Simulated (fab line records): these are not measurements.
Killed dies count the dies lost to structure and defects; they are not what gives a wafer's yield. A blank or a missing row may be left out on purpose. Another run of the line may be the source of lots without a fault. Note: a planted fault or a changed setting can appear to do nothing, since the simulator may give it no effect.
Struck lot and sound lot, side by side ; flow n5Finfet ; 14 steps out of a route of 1938
Sound: the wafers L507.2, L507.3, L507.4. Struck: wafer L518.5 (L518.2, L518.3, from the same lot, were not struck and are left out); the cause is given at the end.
Per side, at each step with rows, come the tool, then ch with its chambers, and then its first start. Under that, the readings that differ: sound wafers ; struck wafers ; difference of the means ; sigmas: that difference in standard deviations of wafers without a fault.
alike: readings whose means differ by less than 2 such deviations, and words and numbers that are the same on both sides. not compared: withheld readings, readings that some wafer has no value for, bounds like >300 that may hide the same value, and numbers for which the record gives no deviation and whose values overlap.
The two part at a step that has a row with sigmas, a row that says differs or no value, or rows on one side only. Numbers that have no deviation but don't overlap get no sigmas and don't part them. Lack of a reading on every wafer of one side parts them only where that side has two or more wafers.

first, 1 step without rows for these wafers: N5_BEOL_M11_DEVELOP_27 (develop time 30 s).
N5_BEOL_M11_CD_MEAS_28: the cd target is 70 nm.
  sound on cdSem-01 ch 0, day 11 08:32; struck on cdSem-02 ch 0, day 14 10:40
  alike: cdNm
N5_BEOL_M11_OVL_MEAS_29:
  sound on overlay-02 ch 0, day 11 08:34; struck on overlay-02 ch 0, day 14 10:42
  alike: V10_OVL
N5_BEOL_M11_INSPECT_30: inspects for defects (brightfield).
  sound on defectInspect-02, day 11 08:35; struck on defectInspect-01, day 14 10:43
  alike: rawDefectCount
N5_BEOL_M11_DESCUM_33: chemistry O2, time 7.9 s.
  sound on rieDiel-03 ch 1,2, day 11 08:40; struck on rieDiel-01 ch 1, day 14 10:46
  alike: drypumpMotorCurrentA, oesProductAu, rfVppV, showerheadPlenumPTorr, throttleValvePct
  not compared: rfHoursCounterH
N5_BEOL_M11_ETCH_65: etches SiARC in CF4, target depth 39 nm, time 65 s.
  sound on rieDiel-03 ch 1,2, day 11 08:43; struck on rieDiel-01 ch 1, day 14 10:48
  alike: drypumpMotorCurrentA, etchRfOnTimeS, mfcArSccm, oesProductAu, rfVppV, showerheadPlenumPTorr, throttleValvePct
  not compared: rfHoursCounterH
N5_BEOL_M11_ETCH_66: etches SOC in N2/H2, target depth 120 nm, overetch 24 nm, time 180 s.
  sound on rieDiel-03 ch 1,2, day 11 08:46; struck on rieDiel-01 ch 1, day 14 10:51
  alike: drypumpMotorCurrentA, n2FlowSccm, oesProductAu, rfVppV, showerheadPlenumPTorr, throttleValvePct
  not compared: rfHoursCounterH
then, 1 step without rows for these wafers: N5_BEOL_M11_STRIP_69 (strips in N2/H2).
N5_BEOL_M11_VIA_ETCH_34: etches SiCOH lowk in C4F6/O2, target depth 184.5 nm, time 69.2 s.
  sound on rieDiel-03 ch 1,2, day 11 08:53; struck on rieDiel-01 ch 1, day 14 10:58
reading;sound;struck;difference;sigmas
rfVppV (V);675 691 691;647;-39;-3
  alike: drypumpMotorCurrentA, mfcArSccm, oesProductAu, showerheadPlenumPTorr, throttleValvePct
  not compared: rfHoursCounterH
then, 2 steps without rows for these wafers: N5_BEOL_M11_STRIP_73 (strips in C4F6/O2); N5_BEOL_M11_STRIP_36 (strips in N2/H2).
N5_BEOL_M11_TRENCH_ETCH_37: etches SiCOH lowk in C4F6/O2, target depth 148.83 nm, time 48 s.
  sound: rieDiel-03 ch 1,2; struck: rieDiel-01 ch 1
reading;sound;struck;difference;sigmas
rfVppV (V);674 692 692;646;-40;-3
  alike: drypumpMotorCurrentA, mfcArSccm, oesProductAu, showerheadPlenumPTorr, throttleValvePct
  not compared: rfHoursCounterH
N5_BEOL_M11_ETCH_41: etches SiCN in CH3F/O2, target depth 42.6 nm, time 86 s.
  sound on rieDiel-03 ch 1,2, day 11 09:01; struck on rieDiel-01 ch 1, day 14 11:07
reading;sound;struck;difference;sigmas
model.etch.depthNm (nm);33.95 33.57 33.32;48.3;+14.7;
  alike: drypumpMotorCurrentA, mfcArSccm, oesProductAu, rfVppV, showerheadPlenumPTorr, throttleValvePct
  not compared: rfHoursCounterH
then, 1 step without rows for these wafers: N5_BEOL_M11_STRIP_77 (strips in N2/H2, time 10 s).

== WHERE THEY PART ==
First at N5_BEOL_M11_VIA_ETCH_34; last, within this record, at N5_BEOL_M11_TRENCH_ETCH_37. Later steps at which nothing parts them and some readings are alike: N5_BEOL_M11_ETCH_41.

WHY: the cause the simulator had injected
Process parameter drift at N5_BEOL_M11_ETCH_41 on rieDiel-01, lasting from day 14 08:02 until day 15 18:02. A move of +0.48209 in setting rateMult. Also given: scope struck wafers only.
